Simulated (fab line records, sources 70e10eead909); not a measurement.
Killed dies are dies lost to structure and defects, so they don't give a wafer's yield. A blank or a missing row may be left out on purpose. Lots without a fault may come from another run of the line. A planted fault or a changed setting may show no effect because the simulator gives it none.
fab line records | flow nand_harc
record lots=24 wafers=72 last_day=33
route steps=1302 shown A_STAIRCASE@672
lots that met no fault: from a run of the same line without faults
start_h: hours from the record's first day to the start of the lot's first wafer shown | wait_h: hours since the lot's step before | " the same as in the row above | L1.1+2: a row that stands for several wafers | - no value, or no start given | * or withheld: withheld | < > ~ a bound
route shown NAME@n: a module of which the file shows steps, and the number in the route of the first | usual: mean/standard deviation of fault-free wafers | same: alike in all rows | chamber/n: place in a boat | sites: the reading at each site | _std_site: their standard deviation | _edge_site: outer sites' mean less inner sites' | radius_mm: how far each site lies from the wafer's centre | mask NAME#n: copy n | behind: the tool/chamber that last shaped the wafer | hold: why the lot was held/for how many hours/how that ended | device: the transistor (n, p or np) that didn't switch | end of line: the same wafers' tests at the end of the route | a step without rows: its recipe alone | killed: dies lost to structure and defects at the first sort, not the wafer's yield | map: a wafer's dies, x killed, . not, _ none there
set.NAME: the setting as run; set.NAME@STEP: as run at that earlier step | model.NAME: the simulator's own value behind a step, which no gauge read
steps of the route over a sample of lots; a table a step, a row a wafer
services: from which hour (start_h, from the record's first day; less than 0 if before it) a tool's chamber was out of use, for how many hours, and why
## steps
# step NHARC_A_STAIRCASE_TRIM_16
# recipe time_s=211.2 o2_flow_sccm=500 ar_flow_sccm=0 bias_w=0 chemistry=O2
# usual drypump_motor_current_A=5.8/0.49 oes_product_au=1.002/0.0098 rf_vpp_V=57.7/0.92 showerhead_plenum_p_Torr=3.50/0.1 throttle_valve_pct=17.036/0.0092
# columns lot.wafer tool chamber start_h wait_h drypump_motor_current_A oes_product_au rf_hours_counter_h rf_vpp_V showerhead_plenum_p_Torr throttle_valve_pct
L074.1 rie_diel-12 1 - - 5.9 0.999 24 56.6 3.51 17.054
L074.4 " 3 " " 6.0 1.000 26 57.5 3.58 17.036
L074.5 " 0 " " 6.1 0.998 - 59.1 3.45 17.018
L075.1 rie_diel-10 3 - - 5.0 1.013 43 57.7 3.60 17.047
L075.4 " 0 " " 5.6 1.009 44 55.6 3.31 17.042
L075.5 " 1 " " 6.5 1.008 - 58.6 3.52 17.026
L078.4 rie_diel-12 1 - - 5.9 0.991 34 57.5 3.51 17.037
L078.3 " 2 " " 5.8 1.001 33 57.3 3.53 17.020
L078.2 " 3 " " 6.0 0.993 33 57.0 3.58 17.041
L076.1 rie_diel-10 0 - - 5.6 1.018 55 58.1 3.31 17.038
L076.3 " 3 " " 5.0 1.015 55 58.0 3.59 17.020
L076.5 " 1 " " 6.5 1.012 - 56.6 3.51 17.035
L077.1 rie_diel-10 2 - - 6.0 1.001 54 58.9 3.66 17.018
L077.4 " 3 " " 5.0 1.011 55 56.8 3.59 17.026
L077.3 " 1 " " 6.5 1.008 53 58.5 3.51 17.044
L079.1 rie_diel-06 3 - - 5.3 1.012 30 57.9 3.47 17.035
L079.4 " 3 " " 5.4 0.998 - 58.9 3.47 17.046
L079.6 " 3 " " 5.3 0.994 - 58.8 3.47 17.034
L080.2 rie_diel-06 3 - - 5.3 1.001 32 57.2 3.47 17.049
L080.4 " 1 " " 6.0 1.020 - 56.8 3.35 17.035
L080.6 " 1 " " 6.0 1.011 - 57.5 3.35 17.051
L081.2 rie_diel-12 3 - - 6.0 0.988 40 58.8 3.57 17.036
L081.3 " 1 " " 5.9 0.987 41 57.7 3.50 17.049
L081.6 " 3 " " 6.0 0.984 - 57.3 3.57 17.044
L084.2 rie_diel-12 2 - - 5.7 0.989 56 57.7 3.52 17.043
L084.1 " 3 " " 6.0 0.997 54 59.2 3.57 17.040
L084.6 " 1 " " 5.9 1.004 - 58.5 3.50 17.032
L082.2 rie_diel-10 1 - - 6.5 1.001 3 56.7 3.50 17.031
L082.6 " 0 " " 5.6 1.013 - 57.2 3.30 17.036
L082.5 " 1 " " 6.5 0.999 - 57.0 3.50 17.026
L083.3 rie_diel-06 1 - - 6.0 0.998 46 57.3 3.34 17.047
L083.2 " 3 " " 5.3 1.012 42 56.9 3.47 17.057
L083.4 " 0 " " 6.4 1.002 19 56.2 3.58 17.033
L085.3 rie_diel-06 2 - - 4.6 1.004 50 58.0 3.57 17.037
L085.1 " 1 " " 6.0 1.021 57 57.3 3.33 17.032
L085.6 " 3 " " 5.4 1.000 - 57.0 3.46 17.029
L086.2 rie_diel-12 1 - - 5.9 0.997 10 58.6 3.49 17.025
L086.4 " 2 " " 5.7 1.010 9 57.4 3.51 17.035
L086.6 " 1 " " 5.9 1.002 - 56.4 3.49 17.045
L087.2 rie_diel-10 2 - - 6.0 0.983 22 58.4 3.64 17.055
L087.4 " 0 " " 5.7 1.004 18 56.6 3.29 17.027
L087.5 " 2 " " 6.0 0.986 - 58.5 3.64 17.033
L088.2 rie_diel-10 2 - - 5.9 0.985 24 58.4 3.64 17.049
L088.3 " 3 " " 5.0 1.009 23 58.2 3.57 17.053
L088.5 " 2 " " 5.9 0.991 - 59.1 3.64 17.035
L089.2 rie_diel-06 1 - - 6.0 1.001 3 56.8 3.33 17.049
L089.4 " 2 " " 4.6 1.005 3 56.4 3.56 17.038
L089.3 " 3 " " 5.3 1.012 2 58.0 3.46 17.053
L091.3 rie_diel-12 2 - - 5.8 0.991 19 58.3 3.51 17.038
L091.2 " 1 " " 5.9 1.001 20 58.9 3.48 17.039
L091.6 " 3 " " 6.0 0.995 - 57.4 3.55 17.045
L090.2 rie_diel-06 3 - - 5.3 1.005 7 57.1 3.46 17.022
L090.3 " 1 " " 6.0 1.003 7 56.8 3.33 17.038
L090.6 " 0 " " 6.3 1.019 - 56.8 3.58 17.033
L092.3 rie_diel-10 2 - - 6.0 0.997 39 57.9 3.63 17.032
L092.5 " 2 " " 6.0 0.999 - 58.3 3.63 17.039
L092.6 " 3 " " 5.0 1.010 - 59.1 3.57 17.039
L093.1 rie_diel-12 3 - - 6.0 0.995 26 57.7 3.55 17.048
L093.4 " 2 " " 5.8 0.999 24 56.9 3.51 17.033
L093.5 " 0 " " 6.1 1.018 - 58.2 3.42 17.018
L094.4 rie_diel-10 0 - - 5.6 1.001 38 57.8 3.28 17.042
L094.6 " 1 " " 6.5 1.008 - 56.9 3.48 17.031
L094.5 " 2 " " 5.9 0.986 - 56.5 3.62 17.030
L095.2 rie_diel-06 2 - - 4.6 1.006 24 58.8 3.55 17.035
L095.1 " 0 " " 6.4 1.008 23 57.5 3.57 17.050
L095.3 " 1 " " 6.0 1.007 25 57.8 3.32 17.044
L096.2 rie_diel-10 2 - - 6.0 0.985 53 59.1 3.62 17.027
L096.1 " 3 " " 5.0 1.009 48 57.4 3.56 17.037
L096.6 " 1 " " 6.5 1.013 - 58.5 3.48 17.038
L097.1 rie_diel-10 2 - - 5.9 0.996 57 56.9 3.62 17.038
L097.3 " 3 " " 5.0 0.998 50 58.2 3.56 17.038
L097.5 " 3 " " 5.0 1.004 - 57.5 3.56 17.042
# step NHARC_A_STAIRCASE_TRIM_20
# recipe time_s=211.2 o2_flow_sccm=500 ar_flow_sccm=0 bias_w=0 chemistry=O2
# usual drypump_motor_current_A=5.8/0.48 oes_product_au=1.000/0.0095 rf_vpp_V=57.7/0.91 showerhead_plenum_p_Torr=3.50/0.088 throttle_valve_pct=17.038/0.0084
# columns lot.wafer tool chamber start_h wait_h drypump_motor_current_A oes_product_au rf_hours_counter_h rf_vpp_V showerhead_plenum_p_Torr throttle_valve_pct
L074.1 rie_diel-10 2 354.94 0.1 5.9 0.988 42 58.3 3.66 17.036
L074.4 " 3 " " 5.0 1.016 42 58.4 3.60 17.020
L074.5 " 2 " " 5.9 0.989 - 58.5 3.66 17.033
L075.1 rie_diel-12 3 360.56 0.1 6.0 1.001 27 59.0 3.58 17.046
L075.4 " 1 " " 5.9 0.993 26 57.3 3.51 17.029
L075.5 " 3 " " 6.0 0.995 - 57.0 3.58 17.028
L078.2 rie_diel-06 2 389.11 0.1 4.6 1.007 24 57.7 3.58 17.044
L078.3 " 3 " " 5.3 1.010 24 57.6 3.48 17.034
L078.4 " 1 " " 6.0 1.019 - 56.2 3.35 17.040
L076.1 rie_diel-12 2 389.36 0.1 5.8 1.002 34 58.1 3.53 17.038
L076.3 " 3 " " 6.0 1.004 34 57.0 3.58 17.035
L076.5 " 1 " " 5.9 1.000 - 57.6 3.51 17.043
L077.1 rie_diel-06 2 391.53 0.1 4.6 0.998 24 58.4 3.58 17.026
L077.3 " 1 " " 6.0 1.015 22 58.1 3.35 17.039
L077.4 " 2 " " 4.6 0.996 - 56.8 3.58 17.040
L079.1 rie_diel-12 3 400.06 0.1 6.0 0.998 37 57.1 3.57 17.036
L079.6 " 0 " " 6.1 0.983 - 58.0 3.44 17.045
L079.4 " 1 " " 5.9 0.999 - 57.5 3.50 17.034
L081.2 rie_diel-12 1 410.45 0.1 5.9 0.989 41 59.4 3.50 17.012
L081.3 " 0 " " 6.1 0.987 41 57.1 3.44 17.030
L081.6 " 2 " " 5.8 0.985 - 58.5 3.53 17.046
L080.2 rie_diel-12 0 410.81 0.1 6.1 0.988 41 58.6 3.44 17.031
L080.4 " 2 " " 5.8 0.996 39 58.0 3.53 17.027
L080.6 " 1 " " 5.9 0.989 - 57.6 3.50 17.040
L084.2 rie_diel-06 1 437.69 0.1 6.0 1.006 44 57.0 3.34 17.034
L084.1 " 2 " " 4.6 1.014 37 58.2 3.57 17.038
L084.6 " 2 " " 4.6 1.015 - 59.5 3.57 17.043
L082.2 rie_diel-12 1 443.16 0.1 5.9 0.984 58 60.0 3.49 17.036
L082.6 " 2 " " 5.8 0.992 - 57.5 3.52 17.042
L082.5 " 3 " " 6.0 0.982 - 56.9 3.56 17.027
L083.3 rie_diel-06 0 443.34 0.1 6.4 1.002 20 58.1 3.58 17.045
L083.4 " 1 " " 6.0 1.016 46 58.3 3.34 17.022
L083.2 " 2 " " 4.6 1.002 39 57.5 3.57 17.032
L086.4 rie_diel-10 0 477.77 0.1 5.6 0.998 14 58.5 3.29 17.047
L086.2 " 3 " " 5.0 1.004 17 58.5 3.58 17.037
L086.6 " 0 " " 5.6 0.996 - 57.4 3.29 17.046
L085.3 rie_diel-12 0 477.90 0.1 6.1 0.990 8 58.3 3.43 17.041
L085.1 " 1 " " 5.9 0.989 11 57.0 3.49 17.038
L085.6 " 0 " " 6.1 1.002 - 58.5 3.43 17.029
L087.2 rie_diel-12 2 490.02 0.1 5.8 0.993 13 56.2 3.51 17.035
L087.4 " 1 " " 5.9 1.008 14 57.2 3.49 17.049
L087.5 " 2 " " 5.8 1.001 - 57.7 3.51 17.032
L088.2 rie_diel-06 3 498.83 0.1 5.3 1.020 1 56.7 3.46 17.053
L088.3 " 2 " " 4.6 1.006 1 57.9 3.56 17.045
L088.5 " 3 " " 5.4 1.010 - 58.0 3.46 17.051
L089.3 rie_diel-10 1 503.87 0.1 6.5 0.981 23 57.2 3.49 17.031
L089.2 " 2 " " 5.9 0.992 25 58.7 3.64 17.038
L089.4 " 0 " " 5.7 1.002 21 57.1 3.29 17.050
L091.2 rie_diel-12 2 513.83 0.1 5.7 1.000 19 58.0 3.51 17.035
L091.3 " 3 " " 6.0 1.011 19 58.1 3.55 17.034
L091.6 " 1 " " 5.9 1.006 - 57.1 3.48 17.036
L090.2 rie_diel-06 2 517.36 0.1 4.6 0.998 7 57.7 3.56 17.026
L090.3 " 3 " " 5.3 1.003 7 58.9 3.46 17.026
L090.6 " 2 " " 4.6 1.005 - 58.1 3.56 17.052
L092.3 rie_diel-10 3 528.97 0.1 5.0 1.010 36 58.5 3.57 17.044
L092.6 " 1 " " 6.5 0.992 - 59.2 3.49 17.024
L092.5 " 2 " " 5.9 0.996 - 56.3 3.63 17.038
L093.4 rie_diel-12 2 529.86 0.1 5.8 1.003 24 59.0 3.50 17.045
L093.1 " 3 " " 6.0 1.005 26 57.2 3.55 17.039
L093.5 " 0 " " 6.1 1.007 - 58.0 3.42 17.026
L094.4 rie_diel-12 1 559.49 0.1 5.9 0.994 32 56.9 3.48 17.041
L094.5 " 1 " " 5.9 1.000 - 57.2 3.48 17.034
L094.6 " 2 " " 5.8 0.983 - 58.0 3.50 17.046
L095.1 rie_diel-06 1 559.79 0.1 6.0 0.997 25 56.9 3.32 17.024
L095.3 " 2 " " 4.6 1.004 24 59.2 3.55 17.040
L095.2 " 0 " " 6.4 1.010 23 58.4 3.57 17.051
L096.1 rie_diel-12 1 569.31 0.1 5.9 1.000 37 57.4 3.47 17.039
L096.2 " 3 " " 6.0 1.005 36 58.5 3.54 17.049
L096.6 " 1 " " 6.0 1.002 - 57.2 3.47 17.028
L097.1 rie_diel-10 1 583.99 0.1 6.5 1.002 53 57.0 3.47 17.041
L097.3 " 0 " " 5.6 1.001 46 56.6 3.28 17.027
L097.5 " 2 " " 6.0 0.984 - 57.8 3.62 17.039
# step NHARC_A_STAIRCASE_ETCH_23
# recipe target_depth_a=1000 time_s=40.5 ion_energy_ev=400 c4f8_flow_sccm=20 o2_flow_sccm=10 ar_flow_sccm=withheld rf_w=600 bias_w=1000 chemistry=C4F8/O2
# usual oes_product_au=0.946/0.015 rf_vpp_V=895/3.4
# columns lot.wafer tool chamber start_h wait_h oes_product_au rf_hours_counter_h rf_vpp_V
L074.4 rie_diel-10 1 - - 0.973 42 896
L074.1 " 3 " " 0.954 42 898
L074.5 " 2 " " 0.950 - 900
L075.1 rie_diel-12 1 - - 0.964 27 894
L075.4 " 2 " " 0.971 27 897
L075.5 " 2 " " 0.965 - 897
L078.3 rie_diel-06 2 - - 0.966 24 897
L078.2 " 1 " " 0.960 22 889
L078.4 " 3 " " 0.962 - 895
L076.1 rie_diel-12 1 - - 0.948 35 895
L076.3 " 3 " " 0.933 34 899
L076.5 " 1 " " 0.944 - 894
L077.1 rie_diel-06 3 - - 0.920 26 894
L077.3 " 3 " " 0.943 - 893
L077.4 " 1 " " 0.949 - 890
L079.1 rie_diel-12 1 - - 0.938 38 895
L079.6 " 1 " " 0.936 - 895
L079.4 " 3 " " 0.931 - 899
L081.3 rie_diel-12 2 - - 0.919 39 895
L081.2 " 0 " " 0.926 42 893
L081.6 " 3 " " 0.920 - 898
L080.4 rie_diel-12 1 - - 0.923 41 893
L080.2 " 2 " " 0.934 40 896
L080.6 " 2 " " 0.935 - 897
L084.2 rie_diel-06 2 - - 0.954 38 896
L084.1 " 1 " " 0.955 45 889
L084.6 " 1 " " 0.945 - 889
L082.2 rie_diel-12 0 - - 0.929 54 893
L082.5 " 0 " " 0.932 - 893
L082.6 " 1 " " 0.942 - 895
L083.3 rie_diel-06 0 - - 0.942 20 898
L083.2 " 1 " " 0.957 47 888
L083.4 " 2 " " 0.964 39 899
L086.4 rie_diel-10 2 - - 0.928 16 901
L086.2 " 3 " " 0.938 17 899
L086.6 " 0 " " 0.944 - 885
L085.3 rie_diel-12 0 - - 0.961 8 892
L085.1 " 1 " " 0.977 11 895
L085.6 " 3 " " 0.950 - 898
L087.2 rie_diel-12 1 - - 0.965 14 893
L087.4 " 3 " " 0.957 13 898
L087.5 " 2 " " 0.937 - 895
L088.3 rie_diel-06 3 - - 0.973 1 894
L088.2 " 2 " " 0.950 1 898
L088.5 " 0 " " 0.981 - 897
L089.2 rie_diel-10 2 - - 0.944 25 899
L089.4 " 3 " " 0.962 24 898
L089.3 " 1 " " 0.940 23 894
L091.3 rie_diel-12 0 - - 0.954 20 892
L091.2 " 2 " " 0.938 19 895
L091.6 " 0 " " 0.950 - 892
L090.2 rie_diel-06 3 - - 0.953 7 893
L090.3 " 0 " " 0.972 7 897
L090.6 " 0 " " 0.971 - 897
L092.3 rie_diel-10 0 - - 0.942 31 885
L092.5 " 0 " " 0.949 - 886
L092.6 " 1 " " 0.946 - 895
L093.4 rie_diel-12 2 - - 0.945 24 895
L093.1 " 3 " " 0.941 26 897
L093.5 " 2 " " 0.932 - 895
L094.4 rie_diel-12 0 - - 0.975 33 891
L094.5 " 2 " " 0.938 - 895
L094.6 " 3 " " 0.960 - 896
L095.2 rie_diel-06 1 - - 0.926 25 888
L095.1 " 2 " " 0.934 24 896
L095.3 " 0 " " 0.940 23 898
L096.1 rie_diel-12 2 - - 0.950 36 897
L096.2 " 0 " " 0.958 36 892
L096.6 " 1 " " 0.940 - 895
L097.1 rie_diel-10 3 - - 0.923 51 897
L097.3 " 1 " " 0.931 53 894
L097.5 " 3 " " 0.916 - 897
# step NHARC_A_STAIRCASE_ETCH_190
# recipe target_depth_a=1000 time_s=40.5 ion_energy_ev=400 c4f8_flow_sccm=20 o2_flow_sccm=10 ar_flow_sccm=withheld rf_w=600 bias_w=1000 chemistry=C4F8/O2
# usual oes_product_au=0.944/0.011 rf_vpp_V=895/4
# columns lot.wafer tool chamber start_h wait_h oes_product_au rf_hours_counter_h rf_vpp_V
L074.4 rie_diel-06 3 - - 0.954 13 895
L074.1 " 1 " " 0.962 11 891
L074.5 " 3 " " 0.969 - 895
L075.4 rie_diel-10 1 - - 0.963 44 897
L075.1 " 2 " " 0.958 44 900
L075.5 " 0 " " 0.948 - 889
L078.2 rie_diel-10 1 - - 0.948 54 894
L078.3 " 2 " " 0.945 55 901
L078.4 " 3 " " 0.933 57 898
L076.1 rie_diel-10 2 - - 0.936 55 899
L076.3 " 0 " " 0.949 57 887
L076.5 " 2 " " 0.923 - 900
L077.3 rie_diel-12 0 - - 0.940 37 893
L077.1 " 2 " " 0.942 35 896
L077.4 " 3 " " 0.938 36 897
L079.1 rie_diel-06 2 - - 0.933 25 898
L079.4 " 3 " " 0.942 - 893
L079.6 " 2 " " 0.936 - 898
L081.3 rie_diel-10 1 - - 0.945 62 895
L081.2 " 3 " " 0.935 63 898
L081.6 " 2 " " 0.938 - 902
L080.2 rie_diel-10 2 - - 0.922 62 901
L080.4 " 3 " " 0.948 64 899
L080.6 " 2 " " 0.932 - 900
L084.2 rie_diel-10 0 - - 0.939 3 886
L084.1 " 2 " " 0.950 3 899
L084.6 " 0 " " 0.941 - 886
L083.3 rie_diel-10 3 - - 0.956 4 899
L083.2 " 0 " " 0.969 4 888
L083.4 " 1 " " 0.959 4 896
L082.2 rie_diel-12 1 - - 0.942 59 895
L082.6 " 2 " " 0.926 - 897
L082.5 " 3 " " 0.955 - 898
L086.2 rie_diel-06 1 - - 0.958 58 887
L086.6 " 1 " " 0.950 - 889
L086.4 " 2 " " 0.946 - 899
L085.3 rie_diel-12 2 - - 0.933 12 896
L085.1 " 3 " " 0.946 11 897
L085.6 " 2 " " 0.930 - 896
L087.2 rie_diel-12 1 - - 0.941 15 895
L087.4 " 2 " " 0.941 14 894
L087.5 " 3 " " 0.949 - 898
L088.3 rie_diel-12 2 - - 0.948 16 896
L088.2 " 0 " " 0.941 16 891
L088.5 " 1 " " 0.938 - 895
L089.3 rie_diel-06 1 - - 0.935 5 888
L089.2 " 2 " " 0.943 4 897
L089.4 " 3 " " 0.959 3 895
L091.2 rie_diel-12 1 - - 0.950 21 895
L091.3 " 2 " " 0.944 20 895
L091.6 " 3 " " 0.940 - 896
L090.3 rie_diel-06 3 - - 0.945 8 893
L090.2 " 2 " " 0.942 9 897
L090.6 " 0 " " 0.939 - 898
L092.3 rie_diel-12 1 - - 0.954 25 894
L092.5 " 3 " " 0.944 - 896
L092.6 " 0 " " 0.959 - 892
L093.4 rie_diel-06 1 - - 0.943 13 889
L093.1 " 3 " " 0.948 13 893
L093.5 " 1 " " 0.950 - 889
L094.4 rie_diel-10 0 - - 0.939 40 886
L094.5 " 2 " " 0.920 - 900
L094.6 " 3 " " 0.913 - 898
L095.3 rie_diel-10 2 - - 0.917 51 899
L095.1 " 3 " " 0.930 45 896
L095.2 " 1 " " 0.938 46 894
L096.1 rie_diel-06 1 - - 0.937 29 888
L096.2 " 0 " " 0.956 27 898
L096.6 " 2 " " 0.953 - 897
L097.3 rie_diel-06 3 - - 0.959 34 893
L097.1 " 0 " " 0.951 34 898
L097.5 " 1 " " 0.942 - 887
# step NHARC_A_STAIRCASE_ETCH_192
# recipe target_depth_a=1000 time_s=40.5 ion_energy_ev=400 c4f8_flow_sccm=20 o2_flow_sccm=10 ar_flow_sccm=withheld rf_w=600 bias_w=1000 chemistry=C4F8/O2
# usual oes_product_au=0.945/0.011 rf_vpp_V=895/3.7
# columns lot.wafer tool chamber start_h wait_h oes_product_au rf_hours_counter_h rf_vpp_V
L074.1 rie_diel-06 1 - - 0.962 11 889
L074.4 " 3 " " 0.967 13 895
L074.5 " 1 " " 0.959 - 889
L075.1 rie_diel-10 2 - - 0.951 44 902
L075.4 " 1 " " 0.955 44 894
L075.5 " 3 " " 0.953 - 898
L078.2 rie_diel-10 2 - - 0.932 55 899
L078.4 " 3 " " 0.944 57 900
L078.3 " 0 " " 0.958 57 888
L076.3 rie_diel-10 3 - - 0.946 57 899
L076.1 " 0 " " 0.956 57 888
L076.5 " 2 " " 0.937 - 901
L077.1 rie_diel-12 0 - - 0.932 37 893
L077.3 " 1 " " 0.936 36 896
L077.4 " 2 " " 0.935 35 896
L079.1 rie_diel-06 1 - - 0.955 28 887
L079.6 " 2 " " 0.950 - 896
L079.4 " 1 " " 0.960 - 889
L081.2 rie_diel-10 3 - - 0.930 64 898
L081.3 " 0 " " 0.945 64 888
L081.6 " 3 " " 0.921 - 898
L080.4 rie_diel-10 3 - - 0.926 64 899
L080.2 " 0 " " 0.948 65 887
L080.6 " 2 " " 0.924 - 900
L084.1 rie_diel-10 3 - - 0.957 3 897
L084.2 " 0 " " 0.960 3 887
L084.6 " 0 " " 0.948 - 887
L083.3 rie_diel-10 2 - - 0.927 4 902
L083.4 " 3 " " 0.953 4 898
L083.2 " 0 " " 0.959 4 888
L082.2 rie_diel-12 3 - - 0.933 58 897
L082.5 " 1 " " 0.933 - 894
L082.6 " 2 " " 0.935 - 897
L086.2 rie_diel-06 3 - - 0.938 52 892
L086.4 " 1 " " 0.944 - 889
L086.6 " 2 " " 0.943 - 897
L085.3 rie_diel-12 2 - - 0.943 12 895
L085.1 " 0 " " 0.937 13 891
L085.6 " 2 " " 0.948 - 895
L087.4 rie_diel-12 3 - - 0.964 13 898
L087.2 " 0 " " 0.942 14 893
L087.5 " 0 " " 0.940 - 892
L088.2 rie_diel-12 2 - - 0.947 16 894
L088.3 " 3 " " 0.954 15 897
L088.5 " 1 " " 0.949 - 894
L089.2 rie_diel-06 3 - - 0.950 3 892
L089.3 " 0 " " 0.948 4 896
L089.4 " 1 " " 0.957 5 887
L091.2 rie_diel-12 3 - - 0.953 20 897
L091.3 " 0 " " 0.952 21 892
L091.6 " 3 " " 0.964 - 897
L090.3 rie_diel-06 3 - - 0.951 9 893
L090.2 " 1 " " 0.947 9 890
L090.6 " 0 " " 0.955 - 899
L092.3 rie_diel-12 3 - - 0.938 27 897
L092.6 " 1 " " 0.935 - 893
L092.5 " 2 " " 0.934 - 896
L093.1 rie_diel-06 0 - - 0.948 12 897
L093.4 " 2 " " 0.935 14 896
L093.5 " 0 " " 0.946 - 898
L094.4 rie_diel-10 0 - - 0.932 40 888
L094.6 " 1 " " 0.940 - 894
L094.5 " 2 " " 0.925 - 900
L095.1 rie_diel-10 1 - - 0.961 46 895
L095.3 " 3 " " 0.942 46 896
L095.2 " 0 " " 0.961 41 886
L096.2 rie_diel-06 2 - - 0.965 30 895
L096.1 " 0 " " 0.937 27 898
L096.6 " 3 " " 0.960 - 894
L097.3 rie_diel-06 0 - - 0.944 34 897
L097.1 " 1 " " 0.925 34 888
L097.5 " 0 " " 0.946 - 898
# step NHARC_A_STAIRCASE_TRIM_200
# recipe time_s=211.2 o2_flow_sccm=500 ar_flow_sccm=0 bias_w=0 chemistry=O2
# usual drypump_motor_current_A=5.7/0.51 oes_product_au=1.002/0.0098 rf_vpp_V=57.6/0.94 showerhead_plenum_p_Torr=3.49/0.1 throttle_valve_pct=17.036/0.01
# columns lot.wafer tool chamber start_h wait_h drypump_motor_current_A oes_product_au rf_hours_counter_h rf_vpp_V showerhead_plenum_p_Torr throttle_valve_pct
L074.1 rie_diel-12 0 - - 6.1 0.985 26 57.1 3.45 17.036
L074.4 " 1 " " 5.9 1.000 26 57.9 3.51 17.034
L074.5 " 3 " " 6.0 0.989 - 56.7 3.58 17.039
L075.1 rie_diel-12 0 - - 6.2 0.992 28 58.8 3.45 17.030
L075.4 " 3 " " 6.0 0.995 28 57.9 3.58 17.026
L075.5 " 0 " " 6.1 0.989 - 57.6 3.45 17.030
L078.4 rie_diel-12 3 - - 6.0 0.997 35 57.0 3.58 17.048
L078.3 " 0 " " 6.1 0.993 36 55.3 3.44 17.037
L078.2 " 2 " " 5.8 0.991 35 56.8 3.53 17.042
L076.1 rie_diel-10 0 - - 5.6 1.012 58 56.6 3.31 17.046
L076.3 " 1 " " 6.5 0.994 55 58.1 3.51 17.037
L076.5 " 3 " " 5.0 0.996 - 57.6 3.59 17.047
L077.3 rie_diel-10 3 - - 5.0 1.004 59 57.6 3.59 17.022
L077.4 " 0 " " 5.6 1.009 59 58.3 3.31 17.046
L077.1 " 2 " " 6.0 0.986 56 58.5 3.66 17.027
L079.4 rie_diel-12 3 - - 6.0 0.977 38 57.7 3.57 17.046
L079.1 " 1 " " 5.9 0.996 38 57.2 3.50 17.029
L079.6 " 3 " " 6.0 0.986 - 59.4 3.57 17.047
L081.3 rie_diel-10 0 - - 5.6 1.016 65 56.9 3.30 17.030
L081.2 " 2 " " 5.9 1.001 63 58.1 3.65 17.053
L081.6 " 0 " " 5.7 1.011 - 57.9 3.30 17.015
L080.4 rie_diel-10 0 - - 5.6 1.010 66 56.6 3.30 17.039
L080.2 " 3 " " 5.0 1.010 65 58.5 3.59 17.033
L080.6 " 1 " " 6.5 1.011 - 58.2 3.50 17.037
L084.1 rie_diel-06 3 - - 5.3 0.998 42 56.4 3.47 17.027
L084.2 " 0 " " 6.3 1.005 19 59.0 3.58 17.053
L084.6 " 3 " " 5.3 1.012 - 59.0 3.47 17.025
L083.3 rie_diel-10 1 - - 6.5 0.990 4 58.4 3.50 17.048
L083.2 " 3 " " 5.0 1.008 5 55.8 3.58 17.046
L083.4 " 0 " " 5.7 1.006 5 56.5 3.30 17.048
L082.2 rie_diel-06 0 - - 6.4 0.999 21 56.9 3.58 17.055
L082.5 " 1 " " 6.0 1.006 - 57.1 3.34 17.046
L082.6 " 2 " " 4.6 1.006 - 58.7 3.57 17.037
L086.2 rie_diel-06 1 - - 6.0 1.010 60 55.6 3.33 17.052
L086.6 " 2 " " 4.6 1.010 - 57.2 3.57 17.031
L086.4 " 1 " " 6.0 1.002 - 56.6 3.33 17.036
L085.1 rie_diel-06 2 - - 4.6 1.010 53 58.0 3.56 17.023
L085.3 " 3 " " 5.3 1.011 54 57.2 3.46 17.033
L085.6 " 1 " " 6.0 1.004 - 57.3 3.33 17.031
L087.4 rie_diel-10 2 - - 5.9 0.992 23 57.1 3.64 17.019
L087.2 " 3 " " 5.0 1.002 22 57.7 3.58 17.059
L087.5 " 2 " " 5.9 1.002 - 56.9 3.64 17.027
L088.2 rie_diel-12 2 - - 5.8 0.999 16 58.6 3.51 17.026
L088.3 " 0 " " 6.1 0.999 17 58.7 3.42 17.032
L088.5 " 2 " " 5.8 0.999 - 56.5 3.51 17.035
L089.3 rie_diel-12 0 - - 6.1 1.010 19 57.4 3.42 17.031
L089.4 " 2 " " 5.8 0.998 18 57.8 3.51 17.028
L089.2 " 3 " " 6.0 1.016 18 57.4 3.55 17.047
L091.2 rie_diel-12 0 - - 6.1 1.003 21 56.3 3.42 17.046
L091.3 " 1 " " 5.9 1.002 21 57.0 3.48 17.040
L091.6 " 0 " " 6.1 1.001 - 55.9 3.42 17.044
L090.3 rie_diel-06 3 - - 5.3 1.027 10 57.9 3.46 17.035
L090.2 " 0 " " 6.4 1.012 9 57.8 3.57 17.031
L090.6 " 2 " " 4.6 1.006 - 58.3 3.56 17.029
L092.3 rie_diel-12 2 - - 5.8 0.997 25 56.8 3.50 17.031
L092.5 " 3 " " 6.0 1.009 - 58.0 3.55 17.029
L092.6 " 0 " " 6.1 1.016 - 58.3 3.42 17.025
L093.4 rie_diel-10 1 - - 6.5 0.983 35 56.3 3.48 17.047
L093.1 " 3 " " 5.0 1.001 37 57.8 3.57 17.060
L093.5 " 1 " " 6.5 0.999 - 58.0 3.48 17.044
L094.4 rie_diel-10 2 - - 6.0 0.983 52 58.9 3.62 17.048
L094.6 " 3 " " 5.0 0.999 - 57.4 3.56 17.039
L094.5 " 0 " " 5.6 1.010 - 58.1 3.28 17.046
L095.2 rie_diel-10 2 - - 6.0 0.992 52 57.3 3.62 17.048
L095.1 " 3 " " 5.0 1.009 47 56.6 3.56 17.023
L095.3 " 0 " " 5.7 1.004 42 56.3 3.28 17.052
L096.1 rie_diel-12 3 - - 6.0 1.005 36 57.1 3.54 17.020
L096.2 " 2 " " 5.8 0.986 37 58.4 3.50 17.032
L096.6 " 1 " " 5.9 0.995 - 56.9 3.47 17.030
L097.1 rie_diel-06 1 - - 6.0 1.006 35 56.2 3.31 17.037
L097.3 " 3 " " 5.4 1.011 35 58.9 3.44 17.028
L097.5 " 2 " " 4.6 1.014 - 58.0 3.54 17.039
## services
# columns tool chamber start_h hours kind
rie_diel-06 1 330.56 3.3 repair
rie_diel-12 0 353.02 - clean
rie_diel-12 1 353.02 - clean
rie_diel-12 2 353.02 - clean
rie_diel-12 3 353.02 - clean
rie_diel-12 0 377.52 - clean
rie_diel-12 1 377.52 - clean
rie_diel-12 2 377.52 - clean
rie_diel-12 3 377.52 - clean
rie_diel-06 0 382.08 59.9 repair
rie_diel-06 2 392.11 8.8 repair
rie_diel-10 2 393.98 2.7 repair
rie_diel-12 0 402.02 - clean
rie_diel-12 1 402.02 - clean
rie_diel-12 2 402.02 - clean
rie_diel-12 3 402.02 - clean
rie_diel-10 - 419.65 9.0 pm
rie_diel-06 3 426.35 13.7 repair
rie_diel-12 0 426.52 - clean
rie_diel-12 - 446.86 9.0 pm
rie_diel-06 0 474.62 15.1 repair
rie_diel-06 - 486.56 9.0 pm
rie_diel-06 3 557.88 3.3 repair
rie_diel-12 0 570.96 13.3 repair
## key
fault none
